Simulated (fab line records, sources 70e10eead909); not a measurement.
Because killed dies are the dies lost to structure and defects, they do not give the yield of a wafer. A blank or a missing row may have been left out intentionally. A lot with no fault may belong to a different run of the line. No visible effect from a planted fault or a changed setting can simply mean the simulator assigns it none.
fab line records -- flow nand_harc
record lots=11, wafers=33, last_day=33
route steps=1302 shown A_STAIRCASE@809 END@1302
lots untouched by any fault: they come from a run of this same line in which no faults occurred
start_h: the number of hours between the record's first day and the start of the first shown wafer of the lot -- wait_h: how many hours have passed since the lot's step before this one -- " as in the row above -- L1.1+2: one row covering several wafers at once -- - either no value or no given start -- * or withheld: withheld -- < > ~ a bound
route shown NAME@n: NAME is a module with steps in the file, n the number in the route of the first one -- usual: the fault-free wafers' mean and standard deviation -- same: alike in all rows -- chamber/n: place in a boat -- sites: the reading at each site -- _std_site: the values' standard deviation -- _edge_site: outer sites' mean less inner sites' -- radius_mm: for every site, how far away it sits from the centre of the wafer -- mask NAME#n: copy n -- behind: the most recent tool/chamber to have shaped the wafer -- hold: cause of the lot's hold/its duration in hours/its outcome -- device: whichever transistor did not switch (one of n, p or np) -- end of line: the same wafers' tests at the end of the route -- for a step that has no rows: nothing shown but its recipe -- killed: the dies lost at the first sort to structure and to defects; this is not the yield of the wafer -- map: a wafer's dies, x killed, . not, _ none there
set.NAME: the setting the step ran with; set.NAME@STEP: the setting that earlier step ran with -- model.NAME: the simulator's own value behind a step, which no gauge read
steps of the route over a sample of lots; a table a step, a row a wafer
services: the hour from which a tool's chamber was out of use, counted from the record's first day as start_h (under 0 if before that day), plus the number of hours and why
## steps
# step NHARC_A_STAIRCASE_HM_OPEN_460
# recipe o2_flow_sccm=400, cos_flow_sccm=20, ar_flow_sccm=0, rf_w=500, bias_w=300, chemistry=O2/COS
# usual drypump_motor_current_A=5.8/0.32, oes_product_au=0.997/0.012, rf_vpp_V=466.9/2.9, showerhead_plenum_p_Torr=3.11/0.13, throttle_valve_pct=28.331/0.0091
lot.wafer,tool,chamber,start_h,wait_h,drypump_motor_current_A,oes_product_au,rf_hours_counter_h,rf_vpp_V,showerhead_plenum_p_Torr,throttle_valve_pct
L218.1,rie_diel-01,3,-,-,6.3,0.976,0,462.6,2.95,28.339
L218.6,rie_diel-01,0,-,-,5.9,0.979,-,469.6,3.16,28.333
L218.5,rie_diel-01,1,-,-,5.7,0.999,-,468.4,3.22,28.319
L219.1,rie_diel-13,0,-,-,5.9,0.995,7,468.9,3.21,28.332
L219.4,rie_diel-13,2,-,-,6.1,0.998,8,471.6,3.31,28.331
L219.5,rie_diel-13,3,-,-,5.1,0.991,-,462.9,2.96,28.324
L220.3,rie_diel-01,2,-,-,5.9,1.007,1,465.8,3.07,28.323
L220.4,rie_diel-01,3,-,-,6.3,0.978,1,463.1,2.95,28.326
L220.6,rie_diel-01,2,-,-,6.0,1.000,-,465.9,3.07,28.334
L221.4,rie_diel-13,1,-,-,5.6,1.008,20,469.6,3.23,28.330
L221.6,rie_diel-13,0,-,-,5.9,0.985,-,469.5,3.21,28.327
L221.5,rie_diel-13,1,-,-,5.6,0.995,-,470.6,3.23,28.324
L224.3,rie_diel-03,1,-,-,5.7,1.012,50,468.8,3.14,28.329
L224.4,rie_diel-03,2,-,-,6.2,1.002,53,461.8,2.95,28.313
L224.5,rie_diel-03,1,-,-,5.7,1.006,-,465.6,3.14,28.301
L225.1,rie_diel-01,0,-,-,5.9,0.980,24,468.4,3.15,28.325
L225.4,rie_diel-01,2,-,-,5.9,0.999,18,465.8,3.06,28.340
L225.6,rie_diel-01,1,-,-,5.7,1.005,-,468.8,3.21,28.346
L234.4,rie_diel-01,0,-,-,5.9,1.001,51,466.7,3.14,28.317
L234.2,rie_diel-01,2,-,-,5.9,0.992,43,465.0,3.05,28.337
L234.3,rie_diel-01,3,-,-,6.3,0.982,46,462.3,2.93,28.341
L237.4,rie_diel-03,0,-,-,6.2,1.016,36,470.7,3.35,28.343
L237.2,rie_diel-03,1,-,-,5.7,1.012,38,467.1,3.12,28.325
L237.5,rie_diel-03,0,-,-,6.2,1.015,-,470.9,3.35,28.354
L240.2,rie_diel-13,0,-,-,5.9,1.006,23,468.5,3.18,28.344
L240.1,rie_diel-13,3,-,-,5.1,0.984,23,461.5,2.93,28.325
L240.5,rie_diel-13,0,-,-,5.9,0.995,-,468.3,3.18,28.328
L239.3,rie_diel-03,0,-,-,6.2,0.985,51,472.4,3.35,28.330
L239.5,rie_diel-03,0,-,-,6.2,0.986,-,473.5,3.35,28.336
L239.6,rie_diel-03,1,-,-,5.7,1.000,-,468.3,3.12,28.344
L241.3,rie_diel-13,0,-,-,5.9,0.990,26,468.0,3.18,28.329
L241.4,rie_diel-13,1,-,-,5.6,0.991,28,469.2,3.20,28.338
L241.5,rie_diel-13,0,-,-,5.9,0.993,-,468.2,3.18,28.333
# step NHARC_A_STAIRCASE_STRIP_295
# recipe o2_flow_sccm=500, ar_flow_sccm=0, bias_w=0, chemistry=O2
# usual drypump_motor_current_A=5.9/0.33, oes_product_au=0.998/0.012, rf_vpp_V=57.7/0.84, showerhead_plenum_p_Torr=3.51/0.15, throttle_valve_pct=17.036/0.0094
lot.wafer,tool,chamber,start_h,wait_h,drypump_motor_current_A,oes_product_au,rf_hours_counter_h,rf_vpp_V,showerhead_plenum_p_Torr,throttle_valve_pct
L218.1,rie_diel-01,1,-,-,5.7,1.014,1,57.8,3.64,17.024
L218.5,rie_diel-01,3,-,-,6.3,0.983,-,57.9,3.33,17.031
L218.6,rie_diel-01,0,-,-,5.9,0.983,-,57.2,3.57,17.024
L219.1,rie_diel-13,3,-,-,5.1,0.986,10,58.1,3.35,17.032
L219.4,rie_diel-13,0,-,-,5.9,0.980,8,58.9,3.63,17.046
L219.5,rie_diel-13,3,-,-,5.1,0.988,-,57.6,3.35,17.053
L220.4,rie_diel-01,3,-,-,6.3,0.986,1,57.4,3.33,17.044
L220.3,rie_diel-01,0,-,-,5.9,0.995,1,57.8,3.57,17.020
L220.6,rie_diel-01,2,-,-,5.9,0.998,-,58.6,3.47,17.044
L221.4,rie_diel-13,0,-,-,5.9,1.003,17,58.0,3.62,17.032
L221.5,rie_diel-13,0,-,-,5.9,0.992,-,58.5,3.62,17.039
L221.6,rie_diel-13,1,-,-,5.6,1.005,-,58.2,3.64,17.032
L224.4,rie_diel-03,0,-,-,6.1,1.005,56,58.3,3.28,17.034
L224.3,rie_diel-03,2,-,-,6.2,1.015,53,57.0,3.34,17.034
L224.5,rie_diel-03,0,-,-,6.2,1.021,-,57.2,3.28,17.034
L225.4,rie_diel-01,1,-,-,5.7,1.014,22,57.5,3.63,17.034
L225.1,rie_diel-01,2,-,-,5.9,0.995,18,56.1,3.46,17.043
L225.6,rie_diel-01,1,-,-,5.7,1.023,-,59.1,3.63,17.036
L234.3,rie_diel-01,1,-,-,5.7,1.021,49,57.9,3.62,17.036
L234.2,rie_diel-01,3,-,-,6.3,0.993,47,58.1,3.31,17.031
L234.4,rie_diel-01,0,-,-,5.9,1.002,52,57.3,3.55,17.041
L237.2,rie_diel-03,2,-,-,6.1,1.000,39,58.0,3.32,17.054
L237.4,rie_diel-03,3,-,-,5.4,1.015,37,57.2,3.35,17.036
L237.5,rie_diel-03,1,-,-,5.7,1.014,-,57.1,3.53,17.036
L240.1,rie_diel-13,2,-,-,6.1,1.000,26,58.6,3.70,17.021
L240.2,rie_diel-13,3,-,-,5.1,0.981,24,57.9,3.31,17.036
L240.5,rie_diel-13,3,-,-,5.1,0.982,-,57.0,3.31,17.045
L239.3,rie_diel-03,0,-,-,6.2,0.988,51,59.9,3.78,17.035
L239.5,rie_diel-03,0,-,-,6.2,0.988,-,59.0,3.78,17.021
L239.6,rie_diel-03,1,-,-,5.7,1.001,-,58.6,3.52,17.041
L241.4,rie_diel-13,0,-,-,5.9,0.984,26,58.1,3.59,17.046
L241.3,rie_diel-13,3,-,-,5.1,0.975,26,57.0,3.31,17.038
L241.5,rie_diel-13,0,-,-,5.9,0.989,-,57.4,3.59,17.029
# step NHARC_A_STAIRCASE_DEP_301
# recipe target_thk_a=300, target_thk_nm=30, temp_c=400, pressure_torr=3.5, flow_sccm=200, rf_w=350, material=SiON
# usual heater_power_w=802/90, rf_fwd_power_W=348.4/1.3, showerhead_vpp_V=1153/57
lot.wafer,tool,chamber,start_h,wait_h,heater_power_w,rf_fwd_power_W,showerhead_vpp_V
L218.1,pecvd-04,0,395.53,1.6,780,348.4,1077
L218.5,pecvd-04,2,395.53,1.6,790,348.9,1218
L218.6,pecvd-04,1,395.53,1.6,996,349.4,1186
L219.1,pecvd-03,2,395.60,1.6,663,348.9,1192
L219.5,pecvd-03,1,395.60,1.6,802,350.5,1231
L219.4,pecvd-03,2,395.60,1.6,654,348.9,1224
L220.3,pecvd-01,0,396.95,1.0,680,347.9,1086
L220.6,pecvd-01,0,396.95,1.0,667,349.7,1076
L220.4,pecvd-01,1,396.95,1.0,834,346.8,1043
L221.5,pecvd-04,1,444.71,0.4,991,346.6,1162
L221.6,pecvd-04,2,444.71,0.4,817,346.3,1233
L221.4,pecvd-04,0,444.71,0.4,749,350.1,1086
L224.3,pecvd-03,2,452.36,1.3,705,347.0,1200
L224.4,pecvd-03,2,452.36,1.3,723,347.3,1206
L224.5,pecvd-03,0,452.36,1.3,805,348.8,1143
L225.1,pecvd-03,0,453.57,1.6,779,349.7,1183
L225.4,pecvd-03,0,453.57,1.6,790,347.7,1142
L225.6,pecvd-03,1,453.57,1.6,824,347.8,1226
L234.3,pecvd-03,2,537.67,1.0,671,390.1,1240
L234.2,pecvd-03,0,537.67,1.0,742,392.0,1204
L234.4,pecvd-03,1,537.67,1.0,803,392.0,1298
L237.2,pecvd-03,2,575.12,1.3,715,389.7,1270
L237.4,pecvd-03,1,575.12,1.3,734,391.2,1302
L237.5,pecvd-03,2,575.12,1.3,744,390.3,1279
L240.2,pecvd-01,0,605.83,1.2,606,351.3,1087
L240.1,pecvd-01,2,605.83,1.2,870,349.4,1134
L240.5,pecvd-01,1,605.83,1.2,781,347.2,1050
L239.3,pecvd-04,1,608.87,1.0,961,349.5,1168
L239.6,pecvd-04,0,608.87,1.0,756,347.3,1090
L239.5,pecvd-04,1,608.87,1.0,963,351.8,1153
L241.3,pecvd-01,0,623.04,0.9,691,349.6,1076
L241.4,pecvd-01,0,623.04,0.9,690,348.5,1108
L241.5,pecvd-01,1,623.04,0.9,894,346.7,1055
# step NHARC_A_STAIRCASE_DESCUM_312
# recipe time_s=3, o2_flow_sccm=200, ar_flow_sccm=0, bias_power_w=0, chemistry=O2
# usual drypump_motor_current_A=5.8/0.33, oes_product_au=0.998/0.013, rf_vpp_V=57.7/0.91, showerhead_plenum_p_Torr=1.90/0.084, throttle_valve_pct=11.311/0.0096
lot.wafer,tool,chamber,start_h,wait_h,drypump_motor_current_A,oes_product_au,rf_hours_counter_h,rf_vpp_V,showerhead_plenum_p_Torr,throttle_valve_pct
L218.1,rie_diel-03,0,396.51,-,6.1,1.009,35,56.3,1.77,11.325
L218.6,rie_diel-03,1,396.51,-,5.7,1.019,-,57.9,1.93,11.313
L218.5,rie_diel-03,2,396.51,-,6.2,1.013,-,56.4,1.81,11.311
L219.4,rie_diel-01,3,396.64,-,6.4,0.975,1,58.3,1.80,11.297
L219.1,rie_diel-01,2,396.64,-,5.9,1.004,1,58.4,1.88,11.311
L219.5,rie_diel-01,3,396.64,-,6.4,0.985,-,57.1,1.80,11.312
L220.4,rie_diel-13,1,397.92,-,5.6,1.008,8,58.7,1.99,11.324
L220.3,rie_diel-13,3,397.92,-,5.1,0.983,10,58.6,1.81,11.327
L220.6,rie_diel-13,1,397.92,-,5.6,1.017,-,56.7,1.99,11.310
L221.4,rie_diel-13,3,445.61,-,5.1,0.988,27,57.0,1.80,11.300
L221.5,rie_diel-13,2,445.61,-,6.1,1.012,-,58.1,2.03,11.309
L221.6,rie_diel-13,3,445.61,-,5.1,0.984,-,56.6,1.81,11.301
L224.4,rie_diel-13,1,453.18,-,5.5,1.008,26,58.3,1.98,11.326
L224.3,rie_diel-13,0,453.18,-,5.9,0.983,20,57.3,1.97,11.306
L224.5,rie_diel-13,1,453.18,-,5.6,0.993,-,58.6,1.98,11.315
L225.1,rie_diel-01,2,454.40,-,5.9,0.990,19,58.2,1.87,11.305
L225.4,rie_diel-01,0,454.40,-,5.9,0.989,26,57.1,1.93,11.321
L225.6,rie_diel-01,3,454.40,-,6.4,0.984,-,57.6,1.79,11.295
L234.2,rie_diel-13,1,538.52,-,5.6,0.988,2,58.6,1.97,11.314
L234.3,rie_diel-13,2,538.52,-,6.1,1.005,2,57.0,2.02,11.318
L234.4,rie_diel-13,3,538.52,-,5.1,0.991,1,57.0,1.80,11.290
L237.2,rie_diel-03,1,576.08,-,5.7,0.998,41,57.1,1.91,11.311
L237.4,rie_diel-03,2,576.08,-,6.2,0.979,41,56.8,1.79,11.310
L237.5,rie_diel-03,1,576.08,-,5.7,0.995,-,58.2,1.91,11.327
L240.2,rie_diel-13,0,606.68,-,5.9,0.990,24,57.5,1.95,11.306
L240.1,rie_diel-13,1,606.68,-,5.6,0.990,26,57.8,1.96,11.330
L240.5,rie_diel-13,1,606.68,-,5.5,0.991,-,57.8,1.96,11.292
L239.3,rie_diel-01,2,609.81,-,5.9,1.019,10,57.6,1.86,11.301
L239.6,rie_diel-01,1,609.81,-,5.7,1.030,-,57.8,1.96,11.297
L239.5,rie_diel-01,2,609.81,-,5.9,1.001,-,56.8,1.86,11.323
L241.4,rie_diel-01,3,624.02,-,6.3,1.004,22,58.3,1.78,11.316
L241.3,rie_diel-01,1,624.02,-,5.7,1.034,20,57.0,1.96,11.309
L241.5,rie_diel-01,3,624.02,-,6.3,1.013,-,57.6,1.78,11.289
# step NHARC_END_SORT_01
# recipe temp_c=25
# usual killed_at_array=54/21, killed_at_other=0.9/1.1, killed_at_periphery=3.5/2.5, killed_dies=58/21, killed_open=3.3/1.9, killed_short=2.6/1.8
# same gross_dies=677
lot.wafer,tool,chamber,start_h,wait_h,killed_at_array,killed_at_other,killed_at_periphery,killed_dies,killed_open,killed_short
L225.1,prober-02,0,631.30,2.5,33,0,3,36,1,5
L225.4,prober-02,0,633.69,3.4,33,2,0,35,2,2
L225.6,prober-02,0,635.28,4.0,44,0,1,45,5,1
# killed by level:class
L225.1 A_SLIT:chamber_film_flake=17 A_CHANNEL_HOLE_D2:chamber_film_flake=6 A_ONON_D2:geometric_particle:short=2 A_WL_FILL:geometric_particle:short=2 A_CONTACT:chamber_film_flake=2 P_M0:geometric_particle:open=1 A_ONON_D1:geometric_particle:short=1 P_ZERO_WELL:chamber_film_flake=1
L225.4 A_SLIT:chamber_film_flake=12 A_CHANNEL_HOLE_D2:chamber_film_flake=12 A_CHANNEL_FILL_D2:chamber_film_flake=2 A_SOURCE_PLATE:geometric_particle:short=1 A_BLC:geometric_particle:open=1 A_M1:geometric_particle:open=1 STARTING-WAFER:geometric_particle:short=1 A_CHANNEL_HOLE_D1:chamber_film_flake=1
L225.6 A_SLIT:chamber_film_flake=27 A_CHANNEL_HOLE_D2:chamber_film_flake=6 A_CHANNEL_HOLE_D1:chamber_film_flake=3 A_CHANNEL_FILL_D2:geometric_particle:open=2 A_SOURCE_PLATE:geometric_particle:short=1 A_ONON_D1:geometric_particle:open=1 A_SGD_CUT:geometric_particle:open=1 A_CONTACT:geometric_particle:open=1
## services
tool,chamber,start_h,hours,kind
pecvd-03,-,373.91,1.5,repair
pecvd-01,2,374.59,10.6,repair
rie_diel-13,0,376.52,-,clean
rie_diel-13,1,376.52,-,clean
rie_diel-13,2,376.52,-,clean
rie_diel-13,3,376.52,-,clean
rie_diel-01,-,380.82,9.0,pm
pecvd-04,2,385.57,4.8,repair
rie_diel-01,-,396.72,0.4,repair
rie_diel-13,0,401.02,-,clean
rie_diel-13,0,401.64,10.6,repair
pecvd-01,-,442.86,3.3,repair
pecvd-04,-,450.39,13.0,pm
rie_diel-03,-,461.71,9.0,pm
pecvd-04,-,463.51,1.0,repair
rie_diel-13,1,485.28,3.4,repair
pecvd-01,-,500.14,13.0,pm
rie_diel-13,3,517.00,2.9,repair
rie_diel-13,2,518.14,4.1,repair
rie_diel-13,-,520.08,9.0,pm
pecvd-03,-,547.24,13.0,pm
rie_diel-03,2,563.07,2.6,repair
rie_diel-01,2,573.91,10.4,repair
rie_diel-13,-,586.75,0.2,repair
## key
first_sign step=NHARC_A_STAIRCASE_DEP_301, reading=rf_fwd_power_W, direction=up, sigmas=33, usual=*, struck=*
effect step=NHARC_A_STAIRCASE_DEP_301, reading=showerhead_vpp_V, direction=up, sigmas=2, usual=1153, struck=1266
met_at NHARC_A_STAIRCASE_DEP_301
struck_lots L234,L237
tester_left_out L234,L237
not_acting_at NHARC_A_STAIRCASE_HM_OPEN_460,NHARC_A_STAIRCASE_STRIP_295,NHARC_A_STAIRCASE_DESCUM_312
onset_between 453.57 537.67
fault kind=process_parameter_drift, tool=pecvd-03, chamber=-, onset_h=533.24, steps=NHARC_A_STAIRCASE_DEP_301, channel=rf_w, offset=*, shape=step, end_h=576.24, acts_in=*, stated=*
# tester_left_out: of these lots the tester's yield and bins aren't shown, on N5 and GAA mostly nor the transistor test; their killed dies are dies lost to structure and defects alone, not to doping, threshold or leakage, so they don't give the yield
